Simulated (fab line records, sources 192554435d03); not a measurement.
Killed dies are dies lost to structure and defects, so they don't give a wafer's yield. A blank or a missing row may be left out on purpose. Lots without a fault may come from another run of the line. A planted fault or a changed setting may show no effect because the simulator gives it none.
Which tool did it? | flow n5_finfet | 24 lots, 72 wafers sampled, at 3 steps of a route of 1938

WHAT THE GAUGES READ, wafer by wafer
N5_MOL_CONTACT_COAG_CD_MEAS_99: target cd 17.2 nm.
lot  | measured     | on        | cd_nm (nm)
L074 | day 4 13:25  | cd_sem-03 | 16.7 17.3 17.3
L075 | day 5 03:10  | cd_sem-02 | 17.8 17.3 17.7
L076 | day 5 05:11  | cd_sem-02 | 17.5 17.9 17.1
L077 | day 5 11:46  | cd_sem-03 | 17.3 17.6 17.3
L078 | day 5 19:41  | cd_sem-02 | 17.2 17.1 16.8
L079 | day 6 02:42  | cd_sem-03 | 17.1 17.3 17.1
L080 | day 6 11:47  | cd_sem-03 | 17.2 16.9 17.1
L081 | day 6 17:27  | cd_sem-03 | 17.4 17.1 17.5
L082 | day 6 20:30  | cd_sem-01 | 17.5 17.2 17.5
L083 | day 6 23:35  | cd_sem-03 | 17.3 16.9 17.0
L084 | day 7 06:19  | cd_sem-03 | 16.8 17.2 16.8
L085 | day 7 11:33  | cd_sem-02 | 17.3 16.8 16.7
L086 | day 7 17:42  | cd_sem-01 | 16.8 17.4 16.9
L087 | day 8 01:22  | cd_sem-02 | 17.1 17.1 16.9
L088 | day 8 06:38  | cd_sem-02 | 16.9 16.6 16.9
L089 | day 8 14:36  | cd_sem-03 | 16.9 17.2 17.4
L090 | day 8 19:51  | cd_sem-01 | 17.4 17.4 17.4
L091 | day 9 04:44  | cd_sem-02 | 17.4 17.1 17.4
L092 | day 9 07:28  | cd_sem-02 | 17.2 17.3 16.6
L093 | day 9 13:49  | cd_sem-02 | 16.9 17.0 16.4
L094 | day 9 17:32  | cd_sem-01 | 16.5 16.8 16.7
L095 | day 9 23:21  | cd_sem-01 | 17.2 17.0 17.3
L096 | day 10 08:02 | cd_sem-02 | 17.5 17.3 17.0
L097 | day 10 15:38 | cd_sem-03 | 17.3 17.1 17.7

WHICH TOOL RAN EACH LOT (tool, then ch and the chambers of the sampled wafers, then the start)
lot  | N5_GATE_CUT_VAPOR_ETCH_51         | N5_MOL_CONTACT_COAG_ETCH_106
L074 | rie_metal-02 ch 0,1, day 4 09:45  | rie_diel-05 ch 0,3, day 4 13:06
L075 | rie_metal-01 ch 0,1, day 4 22:58  | rie_diel-04 ch 0,1,3, day 5 02:51
L076 | rie_metal-03 ch 0,1, day 5 01:38  | rie_diel-04 ch 1,3, day 5 04:52
L077 | rie_metal-02 ch 0,1, day 5 07:48  | rie_diel-05 ch 2,3, day 5 11:27
L078 | rie_metal-03 ch 0,1, day 5 14:26  | rie_diel-05 ch 2,3, day 5 19:22
L079 | rie_metal-01 ch 0,1, day 5 22:20  | rie_diel-04 ch 0,2, day 6 02:23
L080 | rie_metal-02 ch 0,1, day 6 07:55  | rie_diel-04 ch 0,1,3, day 6 11:29
L081 | rie_metal-02 ch 0,1, day 6 13:45  | rie_diel-05 ch 1,2,3, day 6 17:08
L082 | rie_metal-03 ch 0,1, day 6 16:30  | rie_diel-01 ch 0,1,3, day 6 20:11
L083 | rie_metal-01 ch 1, day 6 19:39    | rie_diel-01 ch 1,2,3, day 6 23:16
L084 | rie_metal-01 ch 0,1, day 7 02:46  | rie_diel-01 ch 0,1, day 7 05:59
L085 | rie_metal-01 ch 0,1, day 7 07:34  | rie_diel-01 ch 0,1,2, day 7 11:14
L086 | rie_metal-02 ch 0,1, day 7 13:44  | rie_diel-04 ch 0,2, day 7 17:17
L087 | rie_metal-01 ch 0,1, day 7 21:24  | rie_diel-05 ch 0,3, day 8 01:02
L088 | rie_metal-01 ch 1, day 8 02:57    | rie_diel-01 ch 0,1, day 8 06:19
L089 | rie_metal-03 ch 0,1, day 8 10:41  | rie_diel-01 ch 0,2,3, day 8 14:17
L090 | rie_metal-03 ch 0,1, day 8 14:32  | rie_diel-04 ch 1,3, day 8 19:32
L091 | rie_metal-03 ch 0,1, day 8 22:46  | rie_diel-04 ch 0,2,3, day 9 04:25
L092 | rie_metal-02 ch 0,1, day 9 03:25  | rie_diel-05 ch 0,1, day 9 07:10
L093 | rie_metal-01 ch 0,1, day 9 09:44  | rie_diel-05 ch 0,1,3, day 9 13:29
L094 | rie_metal-03 ch 0,1, day 9 13:40  | rie_diel-05 ch 0,3, day 9 17:14
L095 | rie_metal-02 ch 0, day 9 19:40    | rie_diel-05 ch 1,2,3, day 9 23:02
L096 | rie_metal-01 ch 0,1, day 10 04:22 | rie_diel-04 ch 1,2,3, day 10 07:43
L097 | rie_metal-03 ch 1, day 10 11:44   | rie_diel-04 ch 1,2, day 10 15:19
- N5_GATE_CUT_VAPOR_ETCH_51: etches HfO2 in BCl3/Cl2.
- N5_MOL_CONTACT_COAG_ETCH_106: etches SOC in N2/H2, target depth 80 nm, overetch 16 nm, time 120 s.

WHAT THE TOOLS THEMSELVES READ (means of the sampled wafers that have a number; where no wafer has one, the mark that the record gives instead)
N5_GATE_CUT_VAPOR_ETCH_51.
lot  | tool         | drypump_motor_current_A (A) | oes_product_au (a.u.)
L074 | rie_metal-02 | 5.4                         | 0.82
L075 | rie_metal-01 | 5.8                         | 0.81
L076 | rie_metal-03 | 5.4                         | 0.86
L077 | rie_metal-02 | 5.3                         | 0.85
L078 | rie_metal-03 | 5.4                         | 0.85
L079 | rie_metal-01 | 5.8                         | 0.81
L080 | rie_metal-02 | 5.4                         | 0.81
L081 | rie_metal-02 | 5.4                         | 0.80
L082 | rie_metal-03 | 5.1                         | 0.76
L083 | rie_metal-01 | 6.0                         | 0.83
L084 | rie_metal-01 | 5.8                         | 0.79
L085 | rie_metal-01 | 5.8                         | 0.80
L086 | rie_metal-02 | 5.4                         | 0.83
L087 | rie_metal-01 | 5.5                         | 0.76
L088 | rie_metal-01 | 6.1                         | 0.81
L089 | rie_metal-03 | 5.4                         | 0.82
L090 | rie_metal-03 | 5.1                         | 0.75
L091 | rie_metal-03 | 5.4                         | 0.81
L092 | rie_metal-02 | 5.4                         | 0.80
L093 | rie_metal-01 | 5.8                         | 0.78
L094 | rie_metal-03 | 5.1                         | 0.74
L095 | rie_metal-02 | 5.5                         | 0.75
L096 | rie_metal-01 | 5.5                         | 0.76
L097 | rie_metal-03 | 5.6                         | 0.87

N5_MOL_CONTACT_COAG_ETCH_106.
lot  | tool        | drypump_motor_current_A (A) | n2_flow_sccm (sccm) | oes_product_au (a.u.) | rf_vpp_V (V) | showerhead_plenum_p_Torr (Torr) | temp_c (C) | throttle_valve_pct (%)
L074 | rie_diel-05 | 5.6                         | 200.5               | 0.75                  | 526.1        | 2.61                            | 40.01      | 17.64
L075 | rie_diel-04 | 6.0                         | 200.7               | 0.68                  | 524.2        | 2.54                            | 39.99      | 17.74
L076 | rie_diel-04 | 5.7                         | 200.3               | 0.70                  | 525.5        | 2.59                            | 39.96      | 17.88
L077 | rie_diel-05 | 6.2                         | 200.2               | 0.72                  | 525.5        | 2.60                            | 40.08      | 17.72
L078 | rie_diel-05 | 5.9                         | 200.2               | 0.72                  | 526.8        | 2.63                            | 39.96      | 17.74
L079 | rie_diel-04 | 6.0                         | 199.5               | 0.62                  | 523.9        | 2.55                            | 39.93      | 17.63
L080 | rie_diel-04 | 6.0                         | 200.4               | 0.67                  | 523.8        | 2.53                            | 40.02      | 17.75
L081 | rie_diel-05 | 6.2                         | 199.6               | 0.68                  | 525.2        | 2.61                            | 39.96      | 17.77
L082 | rie_diel-01 | 5.7                         | 199.9               | 0.74                  | 523.8        | 2.53                            | 40.10      | 18.00
L083 | rie_diel-01 | 6.1                         | 199.5               | 0.69                  | 523.1        | 2.50                            | 39.92      | 17.91
L084 | rie_diel-01 | 6.2                         | 200.5               | 0.79                  | 524.9        | 2.58                            | 40.03      | 18.14
L085 | rie_diel-01 | 6.2                         | 199.7               | 0.74                  | 525.4        | 2.56                            | 40.03      | 18.00
L086 | rie_diel-04 | 6.3                         | 199.4               | 0.62                  | 522.5        | 2.48                            | 39.92      | 17.66
L087 | rie_diel-05 | 5.6                         | 199.8               | 0.73                  | 523.9        | 2.53                            | 39.93      | 17.61
L088 | rie_diel-01 | 6.2                         | 199.7               | 0.78                  | 524.6        | 2.58                            | 40.01      | 18.16
L089 | rie_diel-01 | 5.7                         | 200.4               | 0.68                  | 522.2        | 2.50                            | 40.01      | 17.90
L090 | rie_diel-04 | 5.7                         | 200.0               | 0.66                  | 525.3        | 2.60                            | 39.95      | 17.76
L091 | rie_diel-04 | 6.0                         | 200.1               | 0.70                  | 522.2        | 2.54                            | 39.96      | 17.53
L092 | rie_diel-05 | 6.0                         | 199.9               | 0.83                  | 524.7        | 2.56                            | 39.97      | 17.44
L093 | rie_diel-05 | 5.8                         | 199.7               | 0.76                  | 524.9        | 2.57                            | 39.86      | 17.59
L094 | rie_diel-05 | 5.6                         | 199.1               | 0.71                  | 522.8        | 2.52                            | 39.99      | 17.63
L095 | rie_diel-05 | 6.1                         | 200.4               | 0.74                  | 525.6        | 2.60                            | 39.85      | 17.69
L096 | rie_diel-04 | 5.7                         | 200.2               | 0.71                  | 524.1        | 2.59                            | 40.07      | 17.69
L097 | rie_diel-04 | 5.8                         | 199.8               | 0.76                  | 524.8        | 2.58                            | 39.90      | 17.60

THE ANSWER, worked out from the rows above alone
Rule: what is usual is taken from the lots themselves. Put in order of their means at a reading, lots are off if they are a third of the lots or fewer, leave a main group of 4 or more, and stand apart from it by a gap of 3 or more times the standard deviation of the main group's means; of several such gaps the widest counts. A main group whose means are all the same, to the digits that the tables above print for the reading, isn't used. A lot without any number at a reading at which 4 lots or more have one is off too. The other lots that the step has rows for count as sound. The gauges are gone through in route order, then the tools' own readings, and for those a lot's mean is taken as printed above. The first step at which some lot is off is used, and at that step the reading that is off furthest; a lot without a number counts as furthest.
No lot is off at any reading shown: from this, nothing can be told.

WHAT THE SIMULATOR HAD PUT IN
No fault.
